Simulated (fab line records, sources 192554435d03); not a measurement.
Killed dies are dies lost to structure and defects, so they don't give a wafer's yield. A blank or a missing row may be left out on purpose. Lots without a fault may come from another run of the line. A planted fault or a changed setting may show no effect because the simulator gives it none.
Which tool did it? | flow n5_finfet | 12 lots, 34 wafers sampled, at 1 step of a route of 1938

WHAT THE GAUGES READ, wafer by wafer
N5_DUMMY_REMOVAL_INSPECT_06: inspects for defects (brightfield).
lot  | measured    | on                | raw_defect_count
L472 | day 4 02:29 | defect_inspect-01 | 24 19 12
L475 | day 5 03:04 | defect_inspect-01 | 7 5 9
L476 | day 5 06:58 | defect_inspect-02 | 4 9 15
L478 | day 5 16:35 | defect_inspect-01 | 16 9 15
L479 | day 5 21:24 | defect_inspect-02 | 6 21 21
L480 | day 6 04:04 | defect_inspect-02 | 13 14 16
L481 | day 6 10:49 | defect_inspect-02 | 18 12 19
L489 | day 8 15:52 | defect_inspect-01 | 10 7
L491 | day 9 04:47 | defect_inspect-01 | 11 5
L492 | day 9 08:47 | defect_inspect-02 | 11 12 28
L493 | day 9 15:13 | defect_inspect-01 | 9 6 8
L494 | day 9 17:03 | defect_inspect-01 | 9 8 16

WHICH TOOL RAN EACH LOT (tool, then ch and the chambers of the sampled wafers, then the start)
The record holds no process step before these readings.

WHAT THE TOOLS THEMSELVES READ (means of the sampled wafers that have a number; where no wafer has one, the mark that the record gives instead)
The record holds no such reading with a usual standard deviation.

THE ANSWER, worked out from the rows above alone
Rule: what is usual is taken from the lots themselves. Put in order of their means at a reading, lots are off if they are a third of the lots or fewer, leave a main group of 4 or more, and stand apart from it by a gap of 3 or more times the standard deviation of the main group's means; of several such gaps the widest counts. A main group whose means are all the same, to the digits that the tables above print for the reading, isn't used. A lot without any number at a reading at which 4 lots or more have one is off too. The other lots that the step has rows for count as sound. The gauges are gone through in route order, then the tools' own readings, and for those a lot's mean is taken as printed above. The first step at which some lot is off is used, and at that step the reading that is off furthest; a lot without a number counts as furthest.
No lot is off at any reading shown: from this, nothing can be told.

WHAT THE SIMULATOR HAD PUT IN
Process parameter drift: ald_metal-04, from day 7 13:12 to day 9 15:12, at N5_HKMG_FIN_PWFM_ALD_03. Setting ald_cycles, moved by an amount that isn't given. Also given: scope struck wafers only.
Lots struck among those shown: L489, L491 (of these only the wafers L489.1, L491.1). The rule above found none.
